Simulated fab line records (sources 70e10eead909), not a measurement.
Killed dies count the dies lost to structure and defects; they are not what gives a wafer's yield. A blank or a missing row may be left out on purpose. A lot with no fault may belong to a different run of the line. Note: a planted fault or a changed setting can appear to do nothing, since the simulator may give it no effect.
What tool caused it?    flow nand-harc    33 wafers from 11 lots sampled at 4 of the route's 1302 steps

## WHAT EACH GAUGE READ, for each wafer
No reading from a measuring or inspecting step in the record can be judged against a usual standard deviation.

## EACH LOT AND THE TOOL THAT RAN IT (in order: tool; ch and the chambers of the sampled wafers; start)
lot   NHARC_A_CHANNEL_HOLE_D1_ETCH_21   NHARC_A_CHANNEL_HOLE_D1_ETCH_22   NHARC_A_CHANNEL_HOLE_D1_ETCH_44     NHARC_A_DECK1_JOINT_ETCHBACK_07
L382  har-etch-01 ch 0,1, day 10 01:32  har-etch-01 ch 0,1, day 10 01:59  rie-diel-05 ch 0,2,3, day 10 05:52  rie-si-02 ch 1,2,3, day 12 10:16
L385  har-etch-01 ch 0,1, day 11 23:24  har-etch-01 ch 0,1, day 11 23:52  rie-diel-02 ch 0,2,3, day 12 03:37  rie-si-04 ch 0,2,3, day 14 05:44
L386  har-etch-02 ch 0,1, day 12 00:47  har-etch-02 ch 0,1, day 12 01:13  rie-diel-02 ch 2,3, day 12 05:04    rie-si-02 ch 2,3, day 14 05:43
L393  har-etch-02 ch 0,1, day 14 14:47  har-etch-02 ch 0,1, day 14 15:16  rie-diel-02 ch 1,2,3, day 14 19:03  rie-si-02 ch 0,1,2, day 17 02:16
L391  har-etch-01 ch 0,1, day 14 15:17  har-etch-01 ch 0,1, day 14 15:47  rie-diel-06 ch 2,3, day 14 19:31    rie-si-02 ch 0,1, day 16 21:05
L395  har-etch-02 ch 0,1, day 15 12:31  har-etch-02 ch 0,1, day 15 12:58  rie-diel-06 ch 0,1,2, day 15 16:50  rie-si-02 ch 0,2,3, day 17 18:01
L396  har-etch-02 ch 0,1, day 16 02:38  har-etch-02 ch 0,1, day 16 03:05  rie-diel-05 ch 2,3, day 16 07:05    rie-si-04 ch 1,2,3, day 18 09:36
L398  har-etch-01 ch 0,1, day 16 23:01  har-etch-01 ch 0,1, day 16 23:28  rie-diel-02 ch 0,2, day 17 03:20    rie-si-01 ch 0,1,3, day 19 04:41
L399  har-etch-01 ch 0,1, day 17 09:06  har-etch-01 ch 0,1, day 17 09:33  rie-diel-05 ch 0,1, day 17 13:28    rie-si-01 ch 1,2,3, day 19 14:46
L400  har-etch-02 ch 0,1, day 17 17:14  har-etch-02 ch 0,1, day 17 17:42  rie-diel-05 ch 1,2,3, day 17 21:28  rie-si-04 ch 1,2, day 19 23:26
L401  har-etch-02 ch 0,1, day 18 09:21  har-etch-02 ch 0,1, day 18 09:50  rie-diel-05 ch 0,1,2, day 18 13:31  rie-si-04 ch 0,1, day 20 14:41
- NHARC_A_CHANNEL_HOLE_D1_ETCH_21: etches the open film in C4F8/O2/Ar, time 514.3 s, target depth 1600 nm.
- NHARC_A_CHANNEL_HOLE_D1_ETCH_22: etches the open film in C4F8/O2/Ar, time 666.7 s, target depth 1600 nm.
- NHARC_A_CHANNEL_HOLE_D1_ETCH_44: etches the open film in CF4/O2, target depth 140 nm, overetch 14 nm, time 77 s.
- NHARC_A_DECK1_JOINT_ETCHBACK_07: etches the open film in HBr, target depth 105 nm, time 26.9 s.

## AS READ BY THE TOOLS THEMSELVES (means over the sampled wafers that have a number; for cases with no such wafer, the mark the record gives instead)
NHARC_A_CHANNEL_HOLE_D1_ETCH_21. Usual: drypump-motor-current-A 5.84 A, standard deviation 0.19; showerhead-plenum-p-Torr 3.70 Torr, standard deviation 0.12; throttle-valve-pct 32.155 %, standard deviation 0.0092.
lot   tool         drypump-motor-current-A (A)  showerhead-plenum-p-Torr (Torr)  throttle-valve-pct (%)  flag
L382  har-etch-01  5.81                         3.73                             32.156                  
L385  har-etch-01  5.94                         3.71                             32.141                  
L386  har-etch-02  5.89                         3.49                             32.167                  
L393  har-etch-02  5.77                         3.74                             32.154                  
L391  har-etch-01  5.79                         3.69                             32.149                  
L395  har-etch-02  5.90                         3.83                             32.163                  
L396  har-etch-02  5.76                         3.73                             32.157                  
L398  har-etch-01  5.94                         3.67                             32.157                  
L399  har-etch-01  5.96                         3.67                             32.150                  
L400  har-etch-02  5.88                         3.82                             32.155                  
L401  har-etch-02  5.76                         3.71                             32.164                  

NHARC_A_CHANNEL_HOLE_D1_ETCH_22. Usual: drypump-motor-current-A 5.84 A, standard deviation 0.19; showerhead-plenum-p-Torr 3.70 Torr, standard deviation 0.12; throttle-valve-pct 32.156 %, standard deviation 0.0093.
lot   tool         drypump-motor-current-A (A)  showerhead-plenum-p-Torr (Torr)  throttle-valve-pct (%)  flag
L382  har-etch-01  5.82                         3.73                             32.159                  
L385  har-etch-01  5.93                         3.71                             32.156                  
L386  har-etch-02  5.90                         3.49                             32.156                  
L393  har-etch-02  5.77                         3.74                             32.165                  
L391  har-etch-01  5.82                         3.69                             32.157                  
L395  har-etch-02  5.89                         3.83                             32.157                  
L396  har-etch-02  5.78                         3.73                             32.152                  
L398  har-etch-01  5.93                         3.67                             32.149                  
L399  har-etch-01  5.94                         3.67                             32.157                  
L400  har-etch-02  5.89                         3.82                             32.152                  
L401  har-etch-02  5.77                         3.71                             32.158                  

NHARC_A_CHANNEL_HOLE_D1_ETCH_44. Usual: bias-w 100.0 W, standard deviation 0.32; drypump-motor-current-A 5.5 A, standard deviation 0.49; oes-product-au 1.000 a.u., standard deviation 0.01; rf-vpp-V 197.7 V, standard deviation 1.2; showerhead-plenum-p-Torr 1.33 Torr, standard deviation 0.046; throttle-valve-pct 13.398 %, standard deviation 0.0088.
lot   tool         bias-w (W)  drypump-motor-current-A (A)  oes-product-au (a.u.)  rf-vpp-V (V)  showerhead-plenum-p-Torr (Torr)  throttle-valve-pct (%)  flag
L382  rie-diel-05  100.1       5.5                          0.995                  197.7         1.29                             13.398                  
L385  rie-diel-02  100.2       5.6                          1.001                  198.7         1.33                             13.399                  
L386  rie-diel-02  100.4       5.3                          0.992                  198.2         1.33                             13.395                  
L393  rie-diel-02  100.1       5.4                          1.007                  197.9         1.35                             13.403                  
L391  rie-diel-06  99.5        5.5                          1.005                  196.7         1.30                             13.386                  
L395  rie-diel-06  100.4       5.4                          0.992                  198.3         1.36                             13.399                  
L396  rie-diel-05  100.0       5.4                          0.985                  196.4         1.26                             13.403                  
L398  rie-diel-02  100.0       5.8                          0.994                  196.1         1.32                             13.406                  
L399  rie-diel-05  99.6        5.0                          1.002                  196.3         1.29                             13.399                  
L400  rie-diel-05  99.9        5.3                          1.000                  196.0         1.27                             13.402                  
L401  rie-diel-05  100.6       5.4                          1.005                  197.0         1.29                             13.395                  

NHARC_A_DECK1_JOINT_ETCHBACK_07. Usual: bias-w 60.04 W, standard deviation 0.17; drypump-motor-current-A 5.6 A, standard deviation 0.37; oes-product-au 1.002 a.u., standard deviation 0.013; run-length-s 48.4 s, standard deviation 0.36; throttle-valve-pct 23.265 %, standard deviation 0.0086.
lot   tool       bias-w (W)  drypump-motor-current-A (A)  oes-product-au (a.u.)  run-length-s (s)  throttle-valve-pct (%)  flag
L382  rie-si-02  59.92       5.4                          1.001                  48.2              23.269                  
L385  rie-si-04  60.03       5.5                          1.006                  48.5              23.257                  
L386  rie-si-02  60.01       5.2                          0.984                  47.9              23.263                  
L393  rie-si-02  -           5.9                          0.997                  37.3              23.269                  OFF
L391  rie-si-02  -           5.8                          1.017                  37.7              23.276                  OFF
L395  rie-si-02  -           5.6                          0.985                  37.1              23.264                  OFF
L396  rie-si-04  60.02       5.5                          0.998                  48.3              23.264                  
L398  rie-si-01  60.26       5.8                          0.999                  48.4              23.261                  
L399  rie-si-01  60.06       5.7                          1.014                  48.5              23.269                  
L400  rie-si-04  60.15       5.4                          0.996                  48.3              23.261                  
L401  rie-si-04  59.90       5.8                          1.014                  48.6              23.265                  

## THE ANSWER, worked out from the rows above alone
Rule: take the mean of a lot's wafers that have a number; if it is more than 3 standard deviations from the usual mean, the lot is off. A lot without any number at a reading at which 4 lots or more have one is off too. All remaining lots with rows at the step are treated as sound. The gauges are gone through in route order, then the tools' own readings, and for those a lot's mean is taken as printed above. The first step at which some lot is off is used, and at that step the reading that is off furthest; a lot without a number counts as furthest.
Off, at NHARC_A_DECK1_JOINT_ETCHBACK_07 on bias-w: L393, L391, L395. Without a number there: L393, L391, L395.
A tool fits if, at that step or a process step before it, it ran every lot that is off, and no sound lot after the first of them. One fits: NHARC_A_DECK1_JOINT_ETCHBACK_07 on rie-si-02. A fault onset in the window from L386 (day 14 05:43, its last sound lot) to L391 (day 16 21:05, its first lot off) fits.
The tool's own readings at NHARC_A_DECK1_JOINT_ETCHBACK_07 bear it out: on the lots that are off they differ by more than 5 times the standard deviation of the sound lots' means. run-length-s reads 37.4 s there against 48.3 s on the sound lots.
Blank at NHARC_A_DECK1_JOINT_ETCHBACK_07 on the lots that are off, where sound lots have numbers: bias-w.

## WHAT HAD BEEN PUT IN BY THE SIMULATOR
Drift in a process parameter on rie-si-02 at NHARC_A_DECK1_JOINT_ETCHBACK_07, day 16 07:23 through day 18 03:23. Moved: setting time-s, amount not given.
Lots struck among those shown: L393, L391, L395. The rule given above showed the same thing.
